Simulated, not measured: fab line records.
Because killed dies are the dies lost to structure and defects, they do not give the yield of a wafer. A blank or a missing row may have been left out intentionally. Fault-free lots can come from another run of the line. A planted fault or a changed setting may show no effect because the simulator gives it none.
The tool behind it: which one? -- flow n5Finfet -- 72 wafers from 24 lots sampled at 3 of the route's 1938 steps

## WHAT EACH GAUGE READ, for each wafer
N5_BEOL_M1_RS_MEAS_58: measures by four-point-probe.
lot,measured,on,M1_RS (ohm/sq)
L074,day 6 12:20,filmMetro-01,0.66 0.69 0.68
L075,day 6 23:37,filmMetro-01,0.68 0.66 0.60
L076,day 7 01:16,filmMetro-01,0.70 0.62 0.64
L077,day 7 02:48,filmMetro-01,0.63 0.62 0.62
L078,day 7 14:37,filmMetro-02,0.62 0.66 0.60
L079,day 8 00:30,filmMetro-02,0.74 0.65 0.64
L080,day 8 04:08,filmMetro-02,0.64 0.63 0.64
L081,day 8 04:21,filmMetro-02,0.70 0.70 0.64
L082,day 8 16:55,filmMetro-01,0.70 0.69 0.68
L083,day 8 18:01,filmMetro-01,0.64 0.65 0.64
L084,day 9 14:16,filmMetro-02,0.67 0.61 0.64
L085,day 9 19:23,filmMetro-02,0.62 0.64 0.68
L087,day 9 23:53,filmMetro-02,0.62 0.65 0.62
L086,day 10 01:08,filmMetro-02,0.71 0.68 0.66
L088,day 10 04:16,filmMetro-01,0.73 0.65 0.62
L089,day 10 07:44,filmMetro-01,0.67 0.69 0.71
L090,day 10 10:56,filmMetro-02,0.66 0.60 0.64
L091,day 11 00:50,filmMetro-02,0.66 0.67 0.66
L092,day 11 03:32,filmMetro-01,0.68 0.69 0.63
L093,day 11 08:46,filmMetro-02,0.68 0.68 0.63
L095,day 11 17:58,filmMetro-02,0.70 0.63 0.65
L094,day 11 18:05,filmMetro-01,0.74 0.71 0.69
L096,day 12 09:38,filmMetro-02,0.65 0.64 0.62
L097,day 12 17:04,filmMetro-01,0.66 0.64 0.62

N5_BEOL_M2_OVL_MEAS_12.
lot,measured,on,M2_OVL (nm)
L074,day 6 13:14,overlay-02,1.2 -0.1 0.9
L075,day 7 02:25,overlay-01,-1.2 -0.7 -0.6
L076,day 7 02:43,overlay-02,-0.3 -0.6 -0.5
L077,day 7 03:47,overlay-02,0.3 -0.4 -1.3
L078,day 7 15:48,overlay-02,0.1 -0.4 -0.7
L079,day 8 03:22,overlay-02,0.2 0.4 -0.8
L080,day 8 04:49,overlay-01,0.6 0.5 0.1
L081,day 8 05:12,overlay-01,-1.1 -0.5 -0.6
L082,day 8 18:32,overlay-01,0.0 0.1 0.4
L083,day 8 21:46,overlay-01,0.4 -0.2 0.2
L084,day 9 17:03,overlay-02,0.8 -0.2 1.0
L085,day 9 20:21,overlay-01,-1.1 -1.0 -0.4
L087,day 10 01:08,overlay-01,-0.4 -0.2 0.1
L086,day 10 03:54,overlay-02,0.2 -0.2 -0.4
L088,day 10 04:56,overlay-02,-0.9 -0.4 0.0
L089,day 10 10:36,overlay-01,0.2 -0.4 0.0
L090,day 10 11:36,overlay-01,0.2 -0.3 0.6
L091,day 11 04:07,overlay-01,0.8 0.6 1.5
L092,day 11 04:53,overlay-02,0.4 0.9 -0.3
L093,day 11 11:22,overlay-01,-1.3 -0.7 -0.6
L095,day 11 19:20,overlay-02,0.6 0.4 -0.5
L094,day 11 19:23,overlay-01,1.2 0.5 0.7
L096,day 12 11:05,overlay-01,-0.1 0.4 0.6
L097,day 12 19:53,overlay-01,-0.8 -0.4 -0.4

## WHICH TOOL RAN EACH LOT (tool, then ch and the chambers of the sampled wafers, then the start)
lot,N5_BEOL_M1_SPUTTER_90
L074,"pvdSputter-03, day 6 10:32"
L075,"pvdSputter-01, day 6 21:49"
L076,"pvdSputter-03, day 6 23:15"
L077,"pvdSputter-03, day 7 01:05"
L078,"pvdSputter-03, day 7 12:49"
L079,"pvdSputter-01, day 7 22:47"
L080,"pvdSputter-02, day 8 02:08"
L081,"pvdSputter-01, day 8 02:19"
L082,"pvdSputter-03, day 8 15:13"
L083,"pvdSputter-01, day 8 16:04"
L084,"pvdSputter-03, day 9 12:32"
L085,"pvdSputter-02, day 9 17:34"
L087,"pvdSputter-02, day 9 22:11"
L086,"pvdSputter-01, day 9 23:26"
L088,"pvdSputter-01, day 10 02:31"
L089,"pvdSputter-01, day 10 05:59"
L090,"pvdSputter-02, day 10 09:13"
L091,"pvdSputter-01, day 10 22:56"
L092,"pvdSputter-01, day 11 01:46"
L093,"pvdSputter-01, day 11 06:49"
L095,"pvdSputter-02, day 11 16:15"
L094,"pvdSputter-03, day 11 16:22"
L096,"pvdSputter-01, day 12 07:56"
L097,"pvdSputter-03, day 12 15:09"
- N5_BEOL_M1_SPUTTER_90: material Cu, target thk 4.5 nm, time 8.29 s.

## AS READ BY THE TOOLS THEMSELVES (means over the sampled wafers that have a number; for cases with no such wafer, the mark the record gives instead)
N5_BEOL_M1_SPUTTER_90.
lot,tool,throttleValvePct (%)
L074,pvdSputter-03,30.8
L075,pvdSputter-01,29.0
L076,pvdSputter-03,29.5
L077,pvdSputter-03,29.3
L078,pvdSputter-03,29.0
L079,pvdSputter-01,29.0
L080,pvdSputter-02,30.2
L081,pvdSputter-01,28.0
L082,pvdSputter-03,30.8
L083,pvdSputter-01,29.1
L084,pvdSputter-03,29.5
L085,pvdSputter-02,29.7
L087,pvdSputter-02,29.4
L086,pvdSputter-01,29.9
L088,pvdSputter-01,29.1
L089,pvdSputter-01,30.2
L090,pvdSputter-02,29.6
L091,pvdSputter-01,29.0
L092,pvdSputter-01,29.2
L093,pvdSputter-01,29.1
L095,pvdSputter-02,30.1
L094,pvdSputter-03,29.9
L096,pvdSputter-01,30.1
L097,pvdSputter-03,29.3

## THE ANSWER, worked out from the rows above alone
Rule: what is usual is taken from the lots themselves. The widest of any qualifying gaps counts: lots, ordered by their means at a reading, are off when they make up no more than a third of the lots, leave a main group of 4 or more, and stand apart from it by 3 or more times the standard deviation of that group's means. A main group is skipped when, at the precision printed for the reading in the tables above, its means are all equal. A lot without any number at a reading at which 4 lots or more have one is off too. Any other lot the step has rows for is counted as sound. After the gauges, taken in route order, come the tools' own readings; for these a lot's mean is taken, as printed above. The first step at which some lot is off is used, and at that step the reading that is off furthest; a lot without a number counts as furthest.
No lot is off at any reading shown: from this, nothing can be told.

## WHAT THE SIMULATOR HAD PUT IN
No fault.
